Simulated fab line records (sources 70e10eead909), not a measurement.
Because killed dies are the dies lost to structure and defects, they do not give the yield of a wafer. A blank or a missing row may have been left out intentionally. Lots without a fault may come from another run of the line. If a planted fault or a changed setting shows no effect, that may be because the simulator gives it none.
Struck lot and sound lot, side by side	flow nand_harc	13 out of 1302 route steps
Sound: wafers L582.1, L582.2, L582.5. Wafers L602.1, L602.3, L602.4 were the ones struck. Last of all comes the cause.
Order at every step that has rows: each side's tool, ch and its chambers, its first start. Under that, the readings that differ: sound wafers	struck wafers	difference of the means	sigmas: that difference in standard deviations of wafers without a fault.
alike: readings whose means differ by less than 2 such deviations, and words and numbers that are the same on both sides. not compared: withheld readings, readings that some wafer has no value for, bounds like >300 that may hide the same value, and numbers for which the record gives no deviation and whose values overlap.
A row with sigmas, a row that says differs or no value, or rows on one side alone: a step with any of these is where the two part. When numbers do not overlap yet have no deviation, they are printed without sigmas and do not part them. A reading missing from all wafers of one side parts the sides only when that side holds two or more wafers.

NHARC_A_CHANNEL_FILL_D2_ALD_03: deposits SiNx, target thk 6 nm, pulse time 60 s, ald cycles 58.
  sound: ald_sin_batch-01 ch 0; struck: ald_sin_batch-02 ch 0
reading	sound	struck	difference	sigmas
susceptor_temp_C (C)	630.15 629.97 630.47	- - -	no value on the struck wafers	
  alike: precursor_pulse_height_rel
NHARC_A_CHANNEL_FILL_D2_ALD_14: deposits SiO2, target thk 2.5 nm, pulse time 10 s, ald cycles 25.
  sound on ald_hk-04 ch 0,2,3, day 14 03:20; struck on ald_hk-04 ch 0,2,3, day 23 02:24
  alike: heater_power_w, precursor_pulse_height_rel, susceptor_temp_C
NHARC_A_CHANNEL_FILL_D2_ALD_15: deposits SiNx, target thk 2 nm, pulse time 60 s, ald cycles 19.
  sound: ald_sin_batch-02 ch 0; struck: ald_sin_batch-03 ch 0
  alike: precursor_pulse_height_rel, susceptor_temp_C
NHARC_A_CHANNEL_FILL_D2_ALD_16: deposits SiO2, target thk 1.5 nm, pulse time 10 s, ald cycles 15.
  sound on ald_hk-02 ch 0,1,3, day 14 08:51; struck on ald_hk-04 ch 0,2,3, day 23 07:31
  alike: heater_power_w, precursor_pulse_height_rel, susceptor_temp_C
then, 2 steps without rows for these wafers: NHARC_A_CHANNEL_FILL_D2_ANNEAL_17 (time 1800 s); NHARC_A_CHANNEL_FILL_D2_CVD_18 (deposits poly-Si, target thk 3 nm).
NHARC_A_CHANNEL_FILL_D2_ETCHBACK_19: etches the open film in HBr/Cl2, target depth 5 nm, time 1.7 s.
  sound on rie_si-02 ch 0,1,2, day 14 20:06; struck on rie_si-03 ch 1,2,3, day 23 19:15
reading	sound	struck	difference	sigmas
drypump_motor_current_A (A)	5.0 5.2 5.1	5.5 6.5 6.5	+1.1	+2
  alike: chamber_pressure_mTorr, oes_product_au, rf_fwd_power_W, throttle_valve_pct
  not compared: rf_hours_counter_h
then, 5 steps without rows for these wafers: NHARC_A_CHANNEL_FILL_D2_ETCHBACK_20 (etches the open film in C4F8/O2/Ar, target depth 27 nm, time 13.5 s); NHARC_A_CHANNEL_FILL_D2_STRIP_28 (strips in O2, time 20 s); NHARC_A_CHANNEL_FILL_D2_PRECLEAN_21 (cleans in dHF, time 30 s); NHARC_A_CHANNEL_FILL_D2_SRD_23; NHARC_A_CHANNEL_FILL_D2_CVD_05 (deposits poly-Si, target thk 5 nm).
NHARC_A_CHANNEL_FILL_D2_ANNEAL_22: time 7200 s.
  sound on furnace-01 ch 0, day 15 04:35; struck on furnace-03, day 24 02:38
  no value came back on the struck wafers for run_length_s (s), spike_tc_bottom_C (C), tube_center_temp_C (C); on the sound wafers run_length_s (s) reads 7227 7227 7227

== WHERE THEY PART ==
Last at NHARC_A_CHANNEL_FILL_D2_ANNEAL_22 as far as this record goes, first at NHARC_A_CHANNEL_FILL_D2_ALD_03.

WHY: whatever the simulator had introduced
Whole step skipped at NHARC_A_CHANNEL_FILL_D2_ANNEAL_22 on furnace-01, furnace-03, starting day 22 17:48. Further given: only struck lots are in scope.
